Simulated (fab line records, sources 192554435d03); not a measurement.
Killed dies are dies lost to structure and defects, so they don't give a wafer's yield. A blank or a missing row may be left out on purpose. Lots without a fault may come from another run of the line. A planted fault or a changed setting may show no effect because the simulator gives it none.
Chamber matching | flow n5_finfet | N5_BEOL_M5_ETCH_67 on rie_diel-01: 4 sister chambers
The step etches SiARC in CF4, target depth 15.6 nm, time 26 s. 20 wafers are shown with their chamber, then 10 later ones without.

WAFERS WITH THEIR CHAMBER
wafer  | chamber | drypump_motor_current_A (A) | showerhead_plenum_p_Torr (Torr) | throttle_valve_pct (%)
L074.3 | 0       | 5.3                         | 2.19                            | 16.05
L074.5 | 0       | 5.2                         | 2.19                            | 16.05
L074.6 | 1       | 6.0                         | 2.18                            | 15.24
L078.1 | 2       | 6.3                         | 2.13                            | 15.73
L078.3 | 3       | 5.8                         | 2.05                            | 15.62
L078.6 | 1       | 6.0                         | 2.18                            | 15.23
L080.1 | 2       | 6.3                         | 2.13                            | 15.73
L080.2 | 3       | 5.8                         | 2.05                            | 15.64
L080.4 | 2       | 6.3                         | 2.13                            | 15.75
L082.1 | 3       | 5.8                         | 2.05                            | 15.65
L082.2 | 0       | 5.2                         | 2.19                            | 15.58
L082.3 | 2       | 6.2                         | 2.13                            | 15.74
L086.2 | 1       | 6.0                         | 2.17                            | 15.25
L086.3 | 3       | 5.8                         | 2.05                            | 15.65
L086.5 | 2       | 6.3                         | 2.12                            | 15.77
L085.2 | 0       | 5.3                         | 2.18                            | 15.59
L085.4 | 2       | 6.2                         | 2.12                            | 15.77
L085.5 | 3       | 5.8                         | 2.05                            | 15.68
L089.1 | 2       | 6.2                         | 2.12                            | 15.77
L089.5 | 0       | 5.3                         | 2.18                            | 15.60

SIGNATURES (means of the wafers above)
reading                  | chamber 0 | chamber 1 | chamber 2 | chamber 3 | scatter within a chamber
drypump_motor_current_A  | 5.260     | 6.000     | 6.257     | 5.800     | 0.0427
showerhead_plenum_p_Torr | 2.1860    | 2.1767    | 2.1257    | 2.0500    | 0.00473
throttle_valve_pct       | 15.7740   | 15.2400   | 15.7514   | 15.6480   | 0.127
Rule: a wafer's distance from a chamber is the root of the sum, over the readings, of the square of ((its reading less the chamber's mean) divided by the reading's scatter). The wafer belongs to the nearest chamber; if the next one is less than 2 further off, it can't be placed. The scatter: the root of (the sum of the squares of (reading less its chamber's mean) over the shown wafers, divided by (wafers less chambers)).

WAFERS WITHOUT THEIR CHAMBER
wafer  | drypump_motor_current_A (A) | showerhead_plenum_p_Torr (Torr) | throttle_valve_pct (%)
L089.6 | 6.0                         | 2.17                            | 15.28
L093.2 | 5.3                         | 2.18                            | 15.60
L093.4 | 6.2                         | 2.12                            | 15.79
L093.5 | 6.3                         | 2.12                            | 15.78
L094.1 | 6.3                         | 2.12                            | 15.78
L094.2 | 6.0                         | 2.17                            | 15.30
L094.3 | 5.8                         | 2.04                            | 15.70
L095.2 | 6.0                         | 2.17                            | 15.29
L095.3 | 5.3                         | 2.18                            | 15.61
L095.5 | 6.3                         | 2.12                            | 15.80

WHICH CHAMBER EACH WENT THROUGH
wafer  | from the rows above | in truth
L089.6 | 1                   | 1
L093.2 | 0                   | 0
L093.4 | 2                   | 2
L093.5 | 2                   | 2
L094.1 | 2                   | 2
L094.2 | 1                   | 1
L094.3 | 3                   | 3
L095.2 | 1                   | 1
L095.3 | 0                   | 0
L095.5 | 2                   | 2
Placed correctly: 10 of 10. Can't be placed from these rows: 0. Placed wrongly: 0.
